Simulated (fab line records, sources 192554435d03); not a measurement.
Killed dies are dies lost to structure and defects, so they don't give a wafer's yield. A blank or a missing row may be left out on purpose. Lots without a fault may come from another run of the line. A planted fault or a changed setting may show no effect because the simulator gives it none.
A struck lot beside a sound one | flow n5_finfet | 37 steps out of a route of 1938
Sound: wafers L132.1, L132.4, L132.5. Struck: wafer L124.3. (L124.2, L124.5 of the same lot were not struck and are left out.) The cause comes at the end.
At each step with rows: each side's tool, then ch and its chambers, then its first start. Under that, the readings that differ: sound wafers | struck wafers | difference of the means | sigmas: that difference in standard deviations of wafers without a fault.
alike: readings whose means differ by less than 2 such deviations, and words and numbers that are the same on both sides. not compared: withheld readings, readings that some wafer has no value for, bounds like >300 that may hide the same value, and numbers for which the record gives no deviation and whose values overlap.
The two part at a step that has a row with sigmas, a row that says differs or no value, or rows on one side only. Numbers that don't overlap but have no deviation are shown without sigmas and don't part them. A reading that every wafer of one side lacks parts them only if that side has two wafers or more.

first, 8 steps without rows for these wafers: N5_MOL_CONTACT_COAG_PRECLEAN_138 (cleans in alkaline clean, time 60 s); N5_MOL_CONTACT_COAG_SRD_139 (time 30 s); N5_MOL_CONTACT_COAG_PRE_CLEAN_121; N5_MOL_CONTACT_COAG_CVD_140 (deposits W, target thk 66.5 nm, time 215 s); N5_MOL_CONTACT_COAG_PRECLEAN_127 (cleans in DIW, time 57.5 s); N5_MOL_CONTACT_COAG_SRD_128 (dry time 32 s); N5_MOL_CONTACT_COAG_CMP_52 (polishes, stops on SiO2, t overpolish 1.5 s, target thk 66.5 nm); N5_MOL_CONTACT_COAG_ANNEAL_112 (time 1800 s).
N5_BEOL_M0_SAQP_PECVD_00: deposits SiCN from 3MS/NH3, target thk 8 nm, time 14 s.
  sound on pecvd-02 ch 1,2, day 11 05:25; struck on pecvd-03 ch 2, day 9 01:42
  reading                                         | sound       | struck | difference | sigmas
  model.SiCN_of_BEOL_M0_SAQP_PECVD_00.thk_nm (nm) | 8.2 7.8 8.2 | 5.8    | -2.3       |
  alike: showerhead_plenum_p_Torr, throttle_valve_pct
  not compared: since_wet_clean_h
then, 25 steps without rows for these wafers: N5_BEOL_M0_SAQP_ILD_DEP_01 (deposits SiOC from DEMS/O2, target thk 45.419 nm, time 8.7 s); N5_BEOL_M0_SAQP_HM_DEP_02 (deposits TiN, target thk 12 nm); N5_BEOL_M0_SAQP_PECVD_03 (deposits SiCN from 3MS/NH3, target thk 12 nm, time 21.1 s); N5_BEOL_M0_SAQP_PECVD_96 (deposits a-Si from SiH4/He, target thk 45 nm, time 45.2 s); N5_BEOL_M0_SAQP_PECVD_97 (deposits SiNx from SiH4/NH3/N2, target thk 23 nm, time 19.9 s); N5_BEOL_M0_SAQP_PECVD_04 (deposits a-Si from SiH4/He, target thk 60 nm, time 60.2 s); N5_BEOL_M0_SAQP_HM_DEP_111 (deposits SiO2 from SiH4/N2O, target thk 12 nm, time 7.2 s); N5_BEOL_M0_SAQP_COAT_81 (time 60 s, resist thk 100 nm); N5_BEOL_M0_SAQP_COAT_82 (time 60 s, resist thk 30 nm); N5_BEOL_M0_SAQP_COAT_08 (resist thk 90 nm); N5_BEOL_M0_SAQP_EBR_10; N5_BEOL_M0_SAQP_SOFTBAKE_09 (time 60 s); N5_BEOL_M0_SAQP_EXPOSE_11 (exposes mask M0 CORE, target cd 42 nm); N5_BEOL_M0_SAQP_PEB_12 (peb time 60 s); N5_BEOL_M0_SAQP_DEVELOP_13 (develop time 30 s); N5_BEOL_M0_SAQP_DESCUM_19 (chemistry O2, time 7.9 s); N5_BEOL_M0_SAQP_ETCH_83 (etches SiARC in CF4, target depth 39 nm, time 65 s); N5_BEOL_M0_SAQP_ETCH_84 (etches SOC in N2/H2, target depth 100 nm, overetch 20 nm, time 150 s); N5_BEOL_M0_SAQP_STRIP_80 (strips in N2/H2); N5_BEOL_M0_SAQP_HM_OPEN_112 (chemistry CHF3/O2, target SiO2, stops on a-Si, target depth 12 nm, time 13.5 s); N5_BEOL_M0_SAQP_STRIP_113 (strips in CHF3/O2); N5_BEOL_M0_SAQP_MANDREL_ETCH_20 (etches a-Si in HBr/Cl2, stops on SiNx, target depth 60 nm, bt time 10 s, time 30 s); N5_BEOL_M0_SAQP_STRIP_86 (strips in N2/H2); N5_BEOL_M0_SAQP_STRIP_115 (strips in post etch residue remover, time 60 s); N5_BEOL_M0_SAQP_SRD_93 (time 30 s).
N5_BEOL_M0_ETCH_109: etches SiCN in CH3F/O2, target depth 8 nm, overetch 2.4 nm, time 27.4 s.
  sound on rie_diel-06 ch 1,3, day 11 15:10; struck on rie_diel-02 ch 1, day 9 12:20
  reading                  | sound            | struck | difference | sigmas
  model.etch.depth_nm (nm) | 8.18 7.736 8.177 | 5.894  | -2.137     |
  alike: chamber_pressure_mTorr, drypump_motor_current_A, oes_product_au, rf_vpp_V, showerhead_plenum_p_Torr, throttle_valve_pct
  not compared: rf_hours_counter_h
-- the record jumps here: 3 days lie between the struck wafers' starts before and after (it left off in module BEOL_M0 and takes up again in module BEOL_M4, whose first step shown is number 1111 of the route) --
N5_BEOL_M4_RC_MEAS_101:
  sound on prober-02 ch 0, day 14 02:05; struck on prober-01 ch 0, day 12 10:05
  reading   | sound          | struck | difference | sigmas
  VT_P (mV) | -256 -253 -253 | -244   | +10        | +3
  alike: DIBL_N, DIBL_P, IOFF_N, IOFF_P, ION_N, ION_P, SS_N, SS_P, VT_N
-- the record jumps here: 4 days lie between the struck wafers' starts before and after (it left off in module BEOL_M4 and takes up again in module PASSIVATION, whose first step shown is number 1936 of the route) --
N5_PASSIVATION_PROBE_49:
  sound on prober-02, day 18 14:15; struck on prober-01, day 16 14:22
  alike: defect_limited_yield, killed_at_M0_to_M3, killed_at_M4_up, killed_at_contacts, killed_at_front_end, killed_at_other, killed_dies, killed_open, killed_short, sort_bin_4_leakage, sort_bin_5_function, sort_bin_6_memory, sort_n_pass, sort_yield_pct

WHERE THEY PART
Only at N5_BEOL_M4_RC_MEAS_101, within this record. Later steps at which nothing parts them and some readings are alike: N5_PASSIVATION_PROBE_49.

WHY: what the simulator had put in
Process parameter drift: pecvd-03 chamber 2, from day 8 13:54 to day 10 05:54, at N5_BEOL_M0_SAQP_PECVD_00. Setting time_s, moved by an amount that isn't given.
